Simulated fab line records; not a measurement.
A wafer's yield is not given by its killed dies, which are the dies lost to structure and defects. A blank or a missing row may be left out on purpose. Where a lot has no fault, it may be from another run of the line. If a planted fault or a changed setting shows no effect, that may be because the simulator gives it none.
Which tool was responsible? / flow n5-finfet / 72 wafers from 24 lots sampled at 6 of the route's 1938 steps

WHAT EACH GAUGE READ, for each wafer
N5_BEOL_M15_THK_MEAS_50: measures by xrf. Usual: M15_THK 855 nm, standard deviation 22.
lot=L074; measured=day 11 10:31; on=film-metro-01; M15_THK (nm)=835 853 863; flag=
lot=L075; measured=day 11 11:55; on=film-metro-02; M15_THK (nm)=864 818 866; flag=
lot=L077; measured=day 12 02:52; on=film-metro-02; M15_THK (nm)=886 870 865; flag=
lot=L076; measured=day 12 11:25; on=film-metro-02; M15_THK (nm)=873 887 884; flag=
lot=L079; measured=day 12 11:37; on=film-metro-01; M15_THK (nm)=861 853 805; flag=
lot=L078; measured=day 12 14:53; on=film-metro-02; M15_THK (nm)=870 876 864; flag=
lot=L080; measured=day 13 02:20; on=film-metro-01; M15_THK (nm)=869 867 874; flag=
lot=L083; measured=day 13 09:38; on=film-metro-01; M15_THK (nm)=871 850 862; flag=
lot=L081; measured=day 13 13:51; on=film-metro-02; M15_THK (nm)=859 811 808; flag=
lot=L082; measured=day 14 01:58; on=film-metro-01; M15_THK (nm)=861 864 868; flag=
lot=L084; measured=day 14 15:15; on=film-metro-02; M15_THK (nm)=862 883 864; flag=
lot=L085; measured=day 14 16:17; on=film-metro-01; M15_THK (nm)=856 812 870; flag=
lot=L086; measured=day 15 00:46; on=film-metro-02; M15_THK (nm)=799 858 847; flag=
lot=L089; measured=day 15 07:31; on=film-metro-02; M15_THK (nm)=803 855 863; flag=
lot=L087; measured=day 15 07:54; on=film-metro-02; M15_THK (nm)=840 878 839; flag=
lot=L088; measured=day 15 13:31; on=film-metro-02; M15_THK (nm)=797 790 858; flag=
lot=L090; measured=day 16 01:22; on=film-metro-02; M15_THK (nm)=856 873 835; flag=
lot=L091; measured=day 16 14:39; on=film-metro-02; M15_THK (nm)=861 851 858; flag=
lot=L094; measured=day 16 19:05; on=film-metro-02; M15_THK (nm)=805 867 808; flag=
lot=L095; measured=day 17 00:17; on=film-metro-02; M15_THK (nm)=862 844 865; flag=
lot=L092; measured=day 17 11:39; on=film-metro-02; M15_THK (nm)=869 846 792; flag=
lot=L093; measured=day 17 19:32; on=film-metro-01; M15_THK (nm)=857 862 853; flag=
lot=L096; measured=day 18 00:50; on=film-metro-01; M15_THK (nm)=827 876 872; flag=
lot=L097; measured=day 18 11:37; on=film-metro-02; M15_THK (nm)=876 870 859; flag=

N5_BEOL_M15_INSPECT_55: inspects for defects (darkfield). Usual: 70 for raw-defect-count, sd 22.
lot=L074; measured=day 11 10:40; on=defect-inspect-01; raw-defect-count=54 75 82; flag=
lot=L075; measured=day 11 12:05; on=defect-inspect-02; raw-defect-count=55 55 149; flag=
lot=L077; measured=day 12 03:02; on=defect-inspect-02; raw-defect-count=55 104 48; flag=
lot=L076; measured=day 12 11:35; on=defect-inspect-02; raw-defect-count=85 72 80; flag=
lot=L079; measured=day 12 11:46; on=defect-inspect-01; raw-defect-count=28 50 70; flag=
lot=L078; measured=day 12 15:04; on=defect-inspect-01; raw-defect-count=120 92 46; flag=
lot=L080; measured=day 13 02:29; on=defect-inspect-01; raw-defect-count=55 65 89; flag=
lot=L083; measured=day 13 09:47; on=defect-inspect-02; raw-defect-count=66 45 58; flag=
lot=L081; measured=day 13 14:01; on=defect-inspect-01; raw-defect-count=48 55 51; flag=
lot=L082; measured=day 14 02:08; on=defect-inspect-02; raw-defect-count=52 72 47; flag=
lot=L084; measured=day 14 15:25; on=defect-inspect-01; raw-defect-count=61 102 95; flag=
lot=L085; measured=day 14 16:28; on=defect-inspect-01; raw-defect-count=95 56 96; flag=
lot=L086; measured=day 15 00:55; on=defect-inspect-02; raw-defect-count=34 25 52; flag=
lot=L089; measured=day 15 07:40; on=defect-inspect-02; raw-defect-count=73 50 59; flag=
lot=L087; measured=day 15 08:04; on=defect-inspect-01; raw-defect-count=57 31 76; flag=
lot=L088; measured=day 15 13:40; on=defect-inspect-01; raw-defect-count=79 75 96; flag=
lot=L090; measured=day 16 01:35; on=defect-inspect-01; raw-defect-count=57 101 71; flag=
lot=L091; measured=day 16 14:49; on=defect-inspect-01; raw-defect-count=90 81 90; flag=
lot=L094; measured=day 16 19:14; on=defect-inspect-01; raw-defect-count=52 32 45; flag=
lot=L095; measured=day 17 00:27; on=defect-inspect-02; raw-defect-count=107 125 68; flag=
lot=L092; measured=day 17 11:49; on=defect-inspect-01; raw-defect-count=67 57 51; flag=
lot=L093; measured=day 17 19:42; on=defect-inspect-01; raw-defect-count=73 48 92; flag=
lot=L096; measured=day 18 00:59; on=defect-inspect-02; raw-defect-count=56 76 96; flag=
lot=L097; measured=day 18 11:46; on=defect-inspect-02; raw-defect-count=67 50 27; flag=

TOOL THAT RAN EACH LOT (tool first, then ch and the chambers of the sampled wafers, then the start)
lot=L074; N5_BEOL_M14_SPUTTER_44=pvd-sputter-03, day 11 02:59; N5_BEOL_M14_CMP_49=cmp-04 ch 0,1,2, day 11 03:40; N5_BEOL_M15_ETCH_59=rie-diel-06 ch 1,2,3, day 11 05:14; N5_BEOL_M15_DEP_53=pecvd-03 ch 0,1,2, day 11 10:35
lot=L075; N5_BEOL_M14_SPUTTER_44=pvd-sputter-03, day 11 05:31; N5_BEOL_M14_CMP_49=cmp-04 ch 1,2, day 11 06:13; N5_BEOL_M15_ETCH_59=rie-diel-06 ch 1,3, day 11 07:41; N5_BEOL_M15_DEP_53=pecvd-02 ch 1,2, day 11 11:59
lot=L077; N5_BEOL_M14_SPUTTER_44=pvd-sputter-01, day 11 20:26; N5_BEOL_M14_CMP_49=cmp-02 ch 1,2,3, day 11 21:13; N5_BEOL_M15_ETCH_59=rie-diel-04 ch 1,2,3, day 11 22:19; N5_BEOL_M15_DEP_53=pecvd-02 ch 0,1,2, day 12 02:57
lot=L076; N5_BEOL_M14_SPUTTER_44=pvd-sputter-03, day 11 23:30; N5_BEOL_M14_CMP_49=cmp-04 ch 0,3, day 12 00:11; N5_BEOL_M15_ETCH_59=rie-diel-04 ch 1,3, day 12 01:22; N5_BEOL_M15_DEP_53=pecvd-03 ch 0,2, day 12 11:29
lot=L079; N5_BEOL_M14_SPUTTER_44=pvd-sputter-02, day 11 23:34; N5_BEOL_M14_CMP_49=cmp-01 ch 0,1,2, day 12 00:19; N5_BEOL_M15_ETCH_59=rie-diel-06 ch 1,2,3, day 12 01:47; N5_BEOL_M15_DEP_53=pecvd-04 ch 0,1,2, day 12 11:41
lot=L078; N5_BEOL_M14_SPUTTER_44=pvd-sputter-01, day 12 07:28; N5_BEOL_M14_CMP_49=cmp-04 ch 0,2,3, day 12 08:10; N5_BEOL_M15_ETCH_59=rie-diel-06 ch 0,1,2, day 12 09:19; N5_BEOL_M15_DEP_53=pecvd-04 ch 0,1,2, day 12 14:58
lot=L080; N5_BEOL_M14_SPUTTER_44=pvd-sputter-02, day 12 17:32; N5_BEOL_M14_CMP_49=cmp-01 ch 0,2,3, day 12 18:18; N5_BEOL_M15_ETCH_59=rie-diel-06 ch 0,1,3, day 12 19:39; N5_BEOL_M15_DEP_53=pecvd-02 ch 0,1, day 13 02:24
lot=L083; N5_BEOL_M14_SPUTTER_44=pvd-sputter-03, day 13 01:25; N5_BEOL_M14_CMP_49=cmp-02 ch 0,2,3, day 13 02:29; N5_BEOL_M15_ETCH_59=rie-diel-06 ch 1,2,3, day 13 03:59; N5_BEOL_M15_DEP_53=pecvd-03 ch 0,1,2, day 13 09:42
lot=L081; N5_BEOL_M14_SPUTTER_44=pvd-sputter-02, day 13 07:37; N5_BEOL_M14_CMP_49=cmp-04 ch 0,2, day 13 08:20; N5_BEOL_M15_ETCH_59=rie-diel-04 ch 0,1,2, day 13 09:35; N5_BEOL_M15_DEP_53=pecvd-04 ch 0,1, day 13 13:55
lot=L082; N5_BEOL_M14_SPUTTER_44=pvd-sputter-01, day 13 18:46; N5_BEOL_M14_CMP_49=cmp-01 ch 1,2, day 13 19:27; N5_BEOL_M15_ETCH_59=rie-diel-06 ch 0,1,3, day 13 20:44; N5_BEOL_M15_DEP_53=pecvd-03 ch 0,1,2, day 14 02:02
lot=L084; N5_BEOL_M14_SPUTTER_44=pvd-sputter-02, day 14 08:52; N5_BEOL_M14_CMP_49=cmp-02 ch 0,1,2, day 14 09:35; N5_BEOL_M15_ETCH_59=rie-diel-03 ch 0,2,3, day 14 10:44; N5_BEOL_M15_DEP_53=pecvd-04 ch 0,1,2, day 14 15:19
lot=L085; N5_BEOL_M14_SPUTTER_44=pvd-sputter-02, day 14 10:04; N5_BEOL_M14_CMP_49=cmp-01 ch 0,2,3, day 14 10:47; N5_BEOL_M15_ETCH_59=rie-diel-03 ch 1,2,3, day 14 11:55; N5_BEOL_M15_DEP_53=pecvd-04 ch 1,2, day 14 16:22
lot=L086; N5_BEOL_M14_SPUTTER_44=pvd-sputter-03, day 14 19:02; N5_BEOL_M14_CMP_49=cmp-04 ch 0,1,2, day 14 19:46; N5_BEOL_M15_ETCH_59=rie-diel-03 ch 0,3, day 14 20:59; N5_BEOL_M15_DEP_53=pecvd-04 ch 0,1,2, day 15 00:50
lot=L089; N5_BEOL_M14_SPUTTER_44=pvd-sputter-03, day 15 00:04; N5_BEOL_M14_CMP_49=cmp-04 ch 0,1,3, day 15 00:46; N5_BEOL_M15_ETCH_59=rie-diel-03 ch 0,1, day 15 01:58; N5_BEOL_M15_DEP_53=pecvd-03 ch 0,1,2, day 15 07:35
lot=L087; N5_BEOL_M14_SPUTTER_44=pvd-sputter-02, day 15 01:23; N5_BEOL_M14_CMP_49=cmp-04 ch 0,2,3, day 15 02:36; N5_BEOL_M15_ETCH_59=rie-diel-04 ch 0,1,2, day 15 03:56; N5_BEOL_M15_DEP_53=pecvd-02 ch 0,1,2, day 15 07:58
lot=L088; N5_BEOL_M14_SPUTTER_44=pvd-sputter-01, day 15 06:31; N5_BEOL_M14_CMP_49=cmp-01 ch 1,2,3, day 15 07:28; N5_BEOL_M15_ETCH_59=rie-diel-04 ch 1,2, day 15 08:33; N5_BEOL_M15_DEP_53=pecvd-04 ch 1,2, day 15 13:34
lot=L090; N5_BEOL_M14_SPUTTER_44=pvd-sputter-02, day 15 16:30; N5_BEOL_M14_CMP_49=cmp-02 ch 0,2,3, day 15 17:11; N5_BEOL_M15_ETCH_59=rie-diel-03 ch 0,1,2, day 15 18:32; N5_BEOL_M15_DEP_53=pecvd-02 ch 0,1,2, day 16 01:26
lot=L091; N5_BEOL_M14_SPUTTER_44=pvd-sputter-03, day 16 05:35; N5_BEOL_M14_CMP_49=cmp-01 ch 0,2,3, day 16 06:34; N5_BEOL_M15_ETCH_59=rie-diel-04 ch 2,3, day 16 08:02; N5_BEOL_M15_DEP_53=pecvd-02 ch 0,2, day 16 14:43
lot=L094; N5_BEOL_M14_SPUTTER_44=pvd-sputter-03, day 16 12:01; N5_BEOL_M14_CMP_49=cmp-02 ch 0,1,2, day 16 12:44; N5_BEOL_M15_ETCH_59=rie-diel-04 ch 0,1,3, day 16 13:52; N5_BEOL_M15_DEP_53=pecvd-02 ch 0,1,2, day 16 19:09
lot=L095; N5_BEOL_M14_SPUTTER_44=pvd-sputter-03, day 16 18:26; N5_BEOL_M14_CMP_49=cmp-01 ch 1,3, day 16 19:07; N5_BEOL_M15_ETCH_59=rie-diel-06 ch 1,2,3, day 16 20:25; N5_BEOL_M15_DEP_53=pecvd-03 ch 1,2, day 17 00:21
lot=L092; N5_BEOL_M14_SPUTTER_44=pvd-sputter-01, day 17 04:52; N5_BEOL_M14_CMP_49=cmp-02 ch 0,1,3, day 17 05:34; N5_BEOL_M15_ETCH_59=rie-diel-06 ch 0,1,3, day 17 06:52; N5_BEOL_M15_DEP_53=pecvd-03 ch 0,2, day 17 11:43
lot=L093; N5_BEOL_M14_SPUTTER_44=pvd-sputter-02, day 17 09:07; N5_BEOL_M14_CMP_49=cmp-02 ch 0,1,2, day 17 09:50; N5_BEOL_M15_ETCH_59=rie-diel-06 ch 1,2, day 17 10:57; N5_BEOL_M15_DEP_53=pecvd-03 ch 1,2, day 17 19:36
lot=L096; N5_BEOL_M14_SPUTTER_44=pvd-sputter-01, day 17 18:55; N5_BEOL_M14_CMP_49=cmp-02 ch 0,1,3, day 17 19:58; N5_BEOL_M15_ETCH_59=rie-diel-03 ch 0,2,3, day 17 21:15; N5_BEOL_M15_DEP_53=pecvd-03 ch 0,1,2, day 18 00:53
lot=L097; N5_BEOL_M14_SPUTTER_44=pvd-sputter-01, day 18 06:10; N5_BEOL_M14_CMP_49=cmp-02 ch 1,2,3, day 18 06:58; N5_BEOL_M15_ETCH_59=rie-diel-04 ch 0,3, day 18 08:08; N5_BEOL_M15_DEP_53=pecvd-02 ch 0,2, day 18 11:41
- N5_BEOL_M14_SPUTTER_44: material Ta, target thk 15 nm, time 24.19 s.
- N5_BEOL_M14_CMP_49: polishes, stops on SiO2, t overpolish 5.2 s, target thk 560 nm.
- N5_BEOL_M15_ETCH_59: etches BARC in N2/H2, target depth 89 nm, overetch 26.7 nm, time 67.9 s.
- N5_BEOL_M15_DEP_53: deposits SiCN from 3MS/NH3, target thk 50 nm, time 17.8 s.

WHAT THE TOOLS THEMSELVES READ (means of the sampled wafers that have a number; where no wafer has one, the mark that the record gives instead)
N5_BEOL_M14_SPUTTER_44. Usual: 29.8 % for throttle-valve-pct, sd 0.87.
lot=L074; tool=pvd-sputter-03; throttle-valve-pct (%)=29.8; flag=
lot=L075; tool=pvd-sputter-03; throttle-valve-pct (%)=30.0; flag=
lot=L077; tool=pvd-sputter-01; throttle-valve-pct (%)=29.6; flag=
lot=L076; tool=pvd-sputter-03; throttle-valve-pct (%)=29.9; flag=
lot=L079; tool=pvd-sputter-02; throttle-valve-pct (%)=30.0; flag=
lot=L078; tool=pvd-sputter-01; throttle-valve-pct (%)=30.1; flag=
lot=L080; tool=pvd-sputter-02; throttle-valve-pct (%)=28.6; flag=
lot=L083; tool=pvd-sputter-03; throttle-valve-pct (%)=30.1; flag=
lot=L081; tool=pvd-sputter-02; throttle-valve-pct (%)=29.3; flag=
lot=L082; tool=pvd-sputter-01; throttle-valve-pct (%)=29.1; flag=
lot=L084; tool=pvd-sputter-02; throttle-valve-pct (%)=28.5; flag=
lot=L085; tool=pvd-sputter-02; throttle-valve-pct (%)=29.2; flag=
lot=L086; tool=pvd-sputter-03; throttle-valve-pct (%)=29.5; flag=
lot=L089; tool=pvd-sputter-03; throttle-valve-pct (%)=29.9; flag=
lot=L087; tool=pvd-sputter-02; throttle-valve-pct (%)=29.3; flag=
lot=L088; tool=pvd-sputter-01; throttle-valve-pct (%)=29.8; flag=
lot=L090; tool=pvd-sputter-02; throttle-valve-pct (%)=29.2; flag=
lot=L091; tool=pvd-sputter-03; throttle-valve-pct (%)=30.2; flag=
lot=L094; tool=pvd-sputter-03; throttle-valve-pct (%)=29.9; flag=
lot=L095; tool=pvd-sputter-03; throttle-valve-pct (%)=30.3; flag=
lot=L092; tool=pvd-sputter-01; throttle-valve-pct (%)=30.1; flag=
lot=L093; tool=pvd-sputter-02; throttle-valve-pct (%)=29.4; flag=
lot=L096; tool=pvd-sputter-01; throttle-valve-pct (%)=30.4; flag=
lot=L097; tool=pvd-sputter-01; throttle-valve-pct (%)=29.8; flag=

N5_BEOL_M14_CMP_49. Usual: barrier-field-endpoint-s 11.3 s, standard deviation 0.3; motor-current-A 8.0 A, standard deviation 0.84; overpolish-run-s 5.201 s, standard deviation 0.01; slurry-flow-ml-min 150.0, standard deviation 0.45; time-to-endpoint-s 121 s, standard deviation 5.4.
lot=L074; tool=cmp-04; barrier-field-endpoint-s (s)=11.1; motor-current-A (A)=7.7; overpolish-run-s (s)=5.194; slurry-flow-ml-min=150.5; time-to-endpoint-s (s)=118; flag=
lot=L075; tool=cmp-04; barrier-field-endpoint-s (s)=11.3; motor-current-A (A)=7.5; overpolish-run-s (s)=5.195; slurry-flow-ml-min=149.8; time-to-endpoint-s (s)=122; flag=
lot=L077; tool=cmp-02; barrier-field-endpoint-s (s)=11.4; motor-current-A (A)=8.2; overpolish-run-s (s)=5.214; slurry-flow-ml-min=150.6; time-to-endpoint-s (s)=119; flag=
lot=L076; tool=cmp-04; barrier-field-endpoint-s (s)=11.0; motor-current-A (A)=8.0; overpolish-run-s (s)=5.211; slurry-flow-ml-min=149.9; time-to-endpoint-s (s)=117; flag=
lot=L079; tool=cmp-01; barrier-field-endpoint-s (s)=11.7; motor-current-A (A)=7.3; overpolish-run-s (s)=5.201; slurry-flow-ml-min=150.2; time-to-endpoint-s (s)=130; flag=
lot=L078; tool=cmp-04; barrier-field-endpoint-s (s)=11.7; motor-current-A (A)=7.4; overpolish-run-s (s)=5.211; slurry-flow-ml-min=150.1; time-to-endpoint-s (s)=126; flag=
lot=L080; tool=cmp-01; barrier-field-endpoint-s (s)=11.7; motor-current-A (A)=8.4; overpolish-run-s (s)=5.200; slurry-flow-ml-min=149.4; time-to-endpoint-s (s)=130; flag=
lot=L083; tool=cmp-02; barrier-field-endpoint-s (s)=11.3; motor-current-A (A)=7.9; overpolish-run-s (s)=5.202; slurry-flow-ml-min=150.2; time-to-endpoint-s (s)=121; flag=
lot=L081; tool=cmp-04; barrier-field-endpoint-s (s)=11.4; motor-current-A (A)=7.1; overpolish-run-s (s)=5.195; slurry-flow-ml-min=149.5; time-to-endpoint-s (s)=119; flag=
lot=L082; tool=cmp-01; barrier-field-endpoint-s (s)=11.5; motor-current-A (A)=7.6; overpolish-run-s (s)=5.204; slurry-flow-ml-min=150.0; time-to-endpoint-s (s)=124; flag=
lot=L084; tool=cmp-02; barrier-field-endpoint-s (s)=11.1; motor-current-A (A)=8.3; overpolish-run-s (s)=5.198; slurry-flow-ml-min=150.0; time-to-endpoint-s (s)=121; flag=
lot=L085; tool=cmp-01; barrier-field-endpoint-s (s)=11.6; motor-current-A (A)=8.1; overpolish-run-s (s)=5.191; slurry-flow-ml-min=149.8; time-to-endpoint-s (s)=125; flag=
lot=L086; tool=cmp-04; barrier-field-endpoint-s (s)=11.3; motor-current-A (A)=7.5; overpolish-run-s (s)=5.204; slurry-flow-ml-min=149.8; time-to-endpoint-s (s)=114; flag=
lot=L089; tool=cmp-04; barrier-field-endpoint-s (s)=11.1; motor-current-A (A)=8.4; overpolish-run-s (s)=5.201; slurry-flow-ml-min=150.5; time-to-endpoint-s (s)=118; flag=
lot=L087; tool=cmp-04; barrier-field-endpoint-s (s)=11.3; motor-current-A (A)=7.7; overpolish-run-s (s)=5.205; slurry-flow-ml-min=149.8; time-to-endpoint-s (s)=120; flag=
lot=L088; tool=cmp-01; barrier-field-endpoint-s (s)=11.6; motor-current-A (A)=8.1; overpolish-run-s (s)=5.203; slurry-flow-ml-min=149.6; time-to-endpoint-s (s)=123; flag=
lot=L090; tool=cmp-02; barrier-field-endpoint-s (s)=11.1; motor-current-A (A)=8.0; overpolish-run-s (s)=5.204; slurry-flow-ml-min=150.2; time-to-endpoint-s (s)=120; flag=
lot=L091; tool=cmp-01; barrier-field-endpoint-s (s)=11.3; motor-current-A (A)=8.3; overpolish-run-s (s)=5.210; slurry-flow-ml-min=150.2; time-to-endpoint-s (s)=124; flag=
lot=L094; tool=cmp-02; barrier-field-endpoint-s (s)=11.2; motor-current-A (A)=8.4; overpolish-run-s (s)=5.194; slurry-flow-ml-min=150.5; time-to-endpoint-s (s)=118; flag=
lot=L095; tool=cmp-01; barrier-field-endpoint-s (s)=11.2; motor-current-A (A)=7.4; overpolish-run-s (s)=5.207; slurry-flow-ml-min=150.2; time-to-endpoint-s (s)=121; flag=
lot=L092; tool=cmp-02; barrier-field-endpoint-s (s)=11.0; motor-current-A (A)=8.2; overpolish-run-s (s)=5.198; slurry-flow-ml-min=150.1; time-to-endpoint-s (s)=112; flag=
lot=L093; tool=cmp-02; barrier-field-endpoint-s (s)=11.1; motor-current-A (A)=8.4; overpolish-run-s (s)=5.199; slurry-flow-ml-min=150.0; time-to-endpoint-s (s)=117; flag=
lot=L096; tool=cmp-02; barrier-field-endpoint-s (s)=11.1; motor-current-A (A)=8.3; overpolish-run-s (s)=5.205; slurry-flow-ml-min=150.3; time-to-endpoint-s (s)=122; flag=
lot=L097; tool=cmp-02; barrier-field-endpoint-s (s)=11.5; motor-current-A (A)=8.1; overpolish-run-s (s)=5.200; slurry-flow-ml-min=150.4; time-to-endpoint-s (s)=122; flag=

N5_BEOL_M15_ETCH_59. Usual: drypump-motor-current-A 5.9 A, standard deviation 0.32; oes-product-au 0.70 a.u., standard deviation 0.069; rf-vpp-V 523 V, standard deviation 3.3; showerhead-plenum-p-Torr 2.52 Torr, standard deviation 0.12; throttle-valve-pct 17.72 %, standard deviation 0.25.
lot=L074; tool=rie-diel-06; drypump-motor-current-A (A)=6.1; oes-product-au (a.u.)=0.73; rf-vpp-V (V)=524; showerhead-plenum-p-Torr (Torr)=2.50; throttle-valve-pct (%)=17.79; flag=
lot=L075; tool=rie-diel-06; drypump-motor-current-A (A)=6.1; oes-product-au (a.u.)=0.70; rf-vpp-V (V)=521; showerhead-plenum-p-Torr (Torr)=2.46; throttle-valve-pct (%)=17.92; flag=
lot=L077; tool=rie-diel-04; drypump-motor-current-A (A)=5.9; oes-product-au (a.u.)=0.68; rf-vpp-V (V)=524; showerhead-plenum-p-Torr (Torr)=2.51; throttle-valve-pct (%)=17.61; flag=
lot=L076; tool=rie-diel-04; drypump-motor-current-A (A)=5.8; oes-product-au (a.u.)=0.64; rf-vpp-V (V)=522; showerhead-plenum-p-Torr (Torr)=2.42; throttle-valve-pct (%)=17.59; flag=
lot=L079; tool=rie-diel-06; drypump-motor-current-A (A)=6.0; oes-product-au (a.u.)=0.71; rf-vpp-V (V)=524; showerhead-plenum-p-Torr (Torr)=2.50; throttle-valve-pct (%)=17.80; flag=
lot=L078; tool=rie-diel-06; drypump-motor-current-A (A)=5.9; oes-product-au (a.u.)=0.77; rf-vpp-V (V)=525; showerhead-plenum-p-Torr (Torr)=2.59; throttle-valve-pct (%)=17.72; flag=
lot=L080; tool=rie-diel-06; drypump-motor-current-A (A)=5.9; oes-product-au (a.u.)=0.72; rf-vpp-V (V)=523; showerhead-plenum-p-Torr (Torr)=2.53; throttle-valve-pct (%)=17.78; flag=
lot=L083; tool=rie-diel-06; drypump-motor-current-A (A)=6.0; oes-product-au (a.u.)=0.71; rf-vpp-V (V)=522; showerhead-plenum-p-Torr (Torr)=2.50; throttle-valve-pct (%)=17.82; flag=
lot=L081; tool=rie-diel-04; drypump-motor-current-A (A)=5.9; oes-product-au (a.u.)=0.67; rf-vpp-V (V)=523; showerhead-plenum-p-Torr (Torr)=2.53; throttle-valve-pct (%)=17.68; flag=
lot=L082; tool=rie-diel-06; drypump-motor-current-A (A)=5.9; oes-product-au (a.u.)=0.71; rf-vpp-V (V)=524; showerhead-plenum-p-Torr (Torr)=2.53; throttle-valve-pct (%)=17.79; flag=
lot=L084; tool=rie-diel-03; drypump-motor-current-A (A)=6.0; oes-product-au (a.u.)=0.73; rf-vpp-V (V)=525; showerhead-plenum-p-Torr (Torr)=2.58; throttle-valve-pct (%)=17.57; flag=
lot=L085; tool=rie-diel-03; drypump-motor-current-A (A)=5.9; oes-product-au (a.u.)=0.71; rf-vpp-V (V)=523; showerhead-plenum-p-Torr (Torr)=2.52; throttle-valve-pct (%)=17.60; flag=
lot=L086; tool=rie-diel-03; drypump-motor-current-A (A)=5.7; oes-product-au (a.u.)=0.71; rf-vpp-V (V)=526; showerhead-plenum-p-Torr (Torr)=2.61; throttle-valve-pct (%)=17.89; flag=
lot=L089; tool=rie-diel-03; drypump-motor-current-A (A)=5.7; oes-product-au (a.u.)=0.63; rf-vpp-V (V)=521; showerhead-plenum-p-Torr (Torr)=2.45; throttle-valve-pct (%)=18.19; flag=
lot=L087; tool=rie-diel-04; drypump-motor-current-A (A)=5.9; oes-product-au (a.u.)=0.66; rf-vpp-V (V)=524; showerhead-plenum-p-Torr (Torr)=2.53; throttle-valve-pct (%)=17.69; flag=
lot=L088; tool=rie-diel-04; drypump-motor-current-A (A)=6.2; oes-product-au (a.u.)=0.65; rf-vpp-V (V)=525; showerhead-plenum-p-Torr (Torr)=2.59; throttle-valve-pct (%)=17.69; flag=
lot=L090; tool=rie-diel-03; drypump-motor-current-A (A)=6.0; oes-product-au (a.u.)=0.67; rf-vpp-V (V)=523; showerhead-plenum-p-Torr (Torr)=2.47; throttle-valve-pct (%)=17.87; flag=
lot=L091; tool=rie-diel-04; drypump-motor-current-A (A)=5.8; oes-product-au (a.u.)=0.66; rf-vpp-V (V)=520; showerhead-plenum-p-Torr (Torr)=2.41; throttle-valve-pct (%)=17.66; flag=
lot=L094; tool=rie-diel-04; drypump-motor-current-A (A)=5.7; oes-product-au (a.u.)=0.61; rf-vpp-V (V)=521; showerhead-plenum-p-Torr (Torr)=2.43; throttle-valve-pct (%)=17.67; flag=
lot=L095; tool=rie-diel-06; drypump-motor-current-A (A)=6.0; oes-product-au (a.u.)=0.68; rf-vpp-V (V)=522; showerhead-plenum-p-Torr (Torr)=2.49; throttle-valve-pct (%)=17.86; flag=
lot=L092; tool=rie-diel-06; drypump-motor-current-A (A)=5.9; oes-product-au (a.u.)=0.69; rf-vpp-V (V)=524; showerhead-plenum-p-Torr (Torr)=2.52; throttle-valve-pct (%)=17.83; flag=
lot=L093; tool=rie-diel-06; drypump-motor-current-A (A)=6.1; oes-product-au (a.u.)=0.70; rf-vpp-V (V)=523; showerhead-plenum-p-Torr (Torr)=2.51; throttle-valve-pct (%)=17.92; flag=
lot=L096; tool=rie-diel-03; drypump-motor-current-A (A)=6.0; oes-product-au (a.u.)=0.70; rf-vpp-V (V)=525; showerhead-plenum-p-Torr (Torr)=2.56; throttle-valve-pct (%)=17.64; flag=
lot=L097; tool=rie-diel-04; drypump-motor-current-A (A)=5.5; oes-product-au (a.u.)=0.61; rf-vpp-V (V)=519; showerhead-plenum-p-Torr (Torr)=2.37; throttle-valve-pct (%)=17.69; flag=

N5_BEOL_M15_DEP_53. Usual: showerhead-plenum-p-Torr 4.17 Torr, standard deviation 0.031; throttle-valve-pct 18.2 %, standard deviation 0.55.
lot=L074; tool=pecvd-03; showerhead-plenum-p-Torr (Torr)=4.15; throttle-valve-pct (%)=18.0; flag=
lot=L075; tool=pecvd-02; showerhead-plenum-p-Torr (Torr)=4.14; throttle-valve-pct (%)=18.4; flag=
lot=L077; tool=pecvd-02; showerhead-plenum-p-Torr (Torr)=4.17; throttle-valve-pct (%)=18.7; flag=
lot=L076; tool=pecvd-03; showerhead-plenum-p-Torr (Torr)=4.14; throttle-valve-pct (%)=17.8; flag=
lot=L079; tool=pecvd-04; showerhead-plenum-p-Torr (Torr)=4.20; throttle-valve-pct (%)=17.9; flag=
lot=L078; tool=pecvd-04; showerhead-plenum-p-Torr (Torr)=4.20; throttle-valve-pct (%)=17.8; flag=
lot=L080; tool=pecvd-02; showerhead-plenum-p-Torr (Torr)=4.19; throttle-valve-pct (%)=18.7; flag=
lot=L083; tool=pecvd-03; showerhead-plenum-p-Torr (Torr)=4.16; throttle-valve-pct (%)=18.1; flag=
lot=L081; tool=pecvd-04; showerhead-plenum-p-Torr (Torr)=4.18; throttle-valve-pct (%)=17.9; flag=
lot=L082; tool=pecvd-03; showerhead-plenum-p-Torr (Torr)=4.15; throttle-valve-pct (%)=18.0; flag=
lot=L084; tool=pecvd-04; showerhead-plenum-p-Torr (Torr)=4.20; throttle-valve-pct (%)=17.9; flag=
lot=L085; tool=pecvd-04; showerhead-plenum-p-Torr (Torr)=4.21; throttle-valve-pct (%)=17.8; flag=
lot=L086; tool=pecvd-04; showerhead-plenum-p-Torr (Torr)=4.19; throttle-valve-pct (%)=17.8; flag=
lot=L089; tool=pecvd-03; showerhead-plenum-p-Torr (Torr)=4.15; throttle-valve-pct (%)=18.2; flag=
lot=L087; tool=pecvd-02; showerhead-plenum-p-Torr (Torr)=4.17; throttle-valve-pct (%)=18.7; flag=
lot=L088; tool=pecvd-04; showerhead-plenum-p-Torr (Torr)=4.19; throttle-valve-pct (%)=17.9; flag=
lot=L090; tool=pecvd-02; showerhead-plenum-p-Torr (Torr)=4.16; throttle-valve-pct (%)=18.6; flag=
lot=L091; tool=pecvd-02; showerhead-plenum-p-Torr (Torr)=4.15; throttle-valve-pct (%)=18.5; flag=
lot=L094; tool=pecvd-02; showerhead-plenum-p-Torr (Torr)=4.16; throttle-valve-pct (%)=18.7; flag=
lot=L095; tool=pecvd-03; showerhead-plenum-p-Torr (Torr)=4.17; throttle-valve-pct (%)=17.9; flag=
lot=L092; tool=pecvd-03; showerhead-plenum-p-Torr (Torr)=4.15; throttle-valve-pct (%)=17.9; flag=
lot=L093; tool=pecvd-03; showerhead-plenum-p-Torr (Torr)=4.17; throttle-valve-pct (%)=18.4; flag=
lot=L096; tool=pecvd-03; showerhead-plenum-p-Torr (Torr)=4.15; throttle-valve-pct (%)=18.1; flag=
lot=L097; tool=pecvd-02; showerhead-plenum-p-Torr (Torr)=4.14; throttle-valve-pct (%)=18.8; flag=

THE ANSWER, worked out from the rows above alone
Rule: a lot is off if the mean of its wafers that have a number lies more than 3 standard deviations from the usual mean. A lot without any number at a reading at which 4 lots or more have one is off too. The other lots that the step has rows for count as sound. After the gauges, taken in route order, come the tools' own readings; for these a lot's mean is taken, as printed above. At the first step where some lot is off, the reading lying furthest off is the one used; lots without a number count as furthest.
Across all readings shown, no lot is off: no conclusion can be drawn from this.

WHAT HAD BEEN PUT IN BY THE SIMULATOR
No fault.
